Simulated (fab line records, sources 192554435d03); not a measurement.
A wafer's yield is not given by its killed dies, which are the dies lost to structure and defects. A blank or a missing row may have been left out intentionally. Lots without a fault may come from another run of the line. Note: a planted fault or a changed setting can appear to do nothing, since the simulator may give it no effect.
8D (eight disciplines) problem report, filled in by code    flow n5Finfet    the parts of the form that need people (team, actions taken, sign-off) are left out
Where a reading is given only as a bound, like >300, the bound stands for it, and a mean or a difference that rests on one is marked > or <: the true number lies beyond.

## 1. WHAT WENT WRONG
rawDefectCount at N5_PASSIVATION_INSPECT_61 reads a mean of >300 on 6 wafers of 2 lots; wafers without a fault read 2.1 with a standard deviation of 1.4. So: +99 or more standard deviations from the usual mean.
The step: inspects for defects (macro).
First seen on wafer L636.1, day 17 07:46, on defectInspect-01. The record has a number at this step for 17 wafers belonging to 6 lots. By rule, "out" or "out of limits" means more than 4 standard deviations away from the usual mean. The rest of the wafers with a number are treated as sound.

## 2. WHAT IT IS, AND WHAT IT ISN'T
question                     is                      is not
which readings at this step  rawDefectCount          -
which lots                   L636, L638              L625, L627, L643, L644
which wafers of those lots   all that have a number  -
read on which gauges         defectInspect-01        defectInspect-02
when                         from day 17 07:46       up to then (6 sound wafers); but 5 sound wafers of L643, L644 came after

## 3. THE SUSPECTS, EACH WITH WHAT RULES IT OUT
Counting: any tool at a process step up to the reading is kept as a suspect provided that every lot that is out went through it and no sound lot did after the first of them.
- ruled out: the gauge at N5_PASSIVATION_INSPECT_61. All the wafers that are out were read on defectInspect-01, but those of them that N5_PASSIVATION_PROBE_49 has rows for are out there too, on other tools.
- wetBench-05 at N5_MIM_BOT_ETCH_STRIP_02 (strips in post etch residue remover, time 1200 s): kept. It processed each lot that is out, first L636 at day 17 06:31, and no sound lot thereafter; up to then, the last sound lot it processed was L625 at day 14 20:55.
Remaining after the count: wetBench-05 at N5_MIM_BOT_ETCH_STRIP_02.

## 4. THE CAUSE (what the simulator had put in)
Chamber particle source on wetBench-05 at N5_MIM_BOT_ETCH_STRIP_02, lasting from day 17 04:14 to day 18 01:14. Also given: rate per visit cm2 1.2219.
Only this tool survived the counting.

## 5. THE CHAIN OF EFFECTS, in route order
Each row: a reading whose mean over the struck wafers that have a number lies more than 3 standard deviations from the usual. Scope: only readings with a usual standard deviation given in the record; hours: median across lots of the time from each lot's start at the first step in this table that gives one to its start at this step; sigmas: change in usual standard deviations.
hours  step                       reading              usual   on struck wafers  change  sigmas
0      N5_PASSIVATION_INSPECT_61  rawDefectCount       2.1     >300              >+298   +99 or more
7      N5_PASSIVATION_PROBE_49    defectLimitedYield   91.1 %  80.8              -10.3   -7.9
7      N5_PASSIVATION_PROBE_49    killedAtOther        4       130               +126    +41
7      N5_PASSIVATION_PROBE_49    killedDies           104     227               +123    +7.7
7      N5_PASSIVATION_PROBE_49    sort_bin_5_function  5.1 %   11.7              +6.6    +7.7
7      N5_PASSIVATION_PROBE_49    sortNPass            1075    953               -122    -7.6
7      N5_PASSIVATION_PROBE_49    sortYieldPct         91.1 %  80.8              -10.3   -7.4
Here are the process steps it includes:
- N5_PASSIVATION_PROBE_49

## 6. HOW IT WOULD HAVE BEEN CAUGHT EARLIER
Counted from the fault's start at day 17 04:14, it took 4 hours until the first out-of-limits reading at a measuring or inspecting step in this record, taken at day 17 07:46.
Of the tool readings at N5_MIM_BOT_ETCH_STRIP_02 for which the record gives a usual standard deviation, none was out on any struck wafer, so an alarm limit of 4 standard deviations on them would not have fired.
By day 17 07:46, every lot that is out (2) had started N5_MIM_BOT_ETCH_STRIP_02 on wetBench-05. None of them would have been spared by holding the tool at that moment.
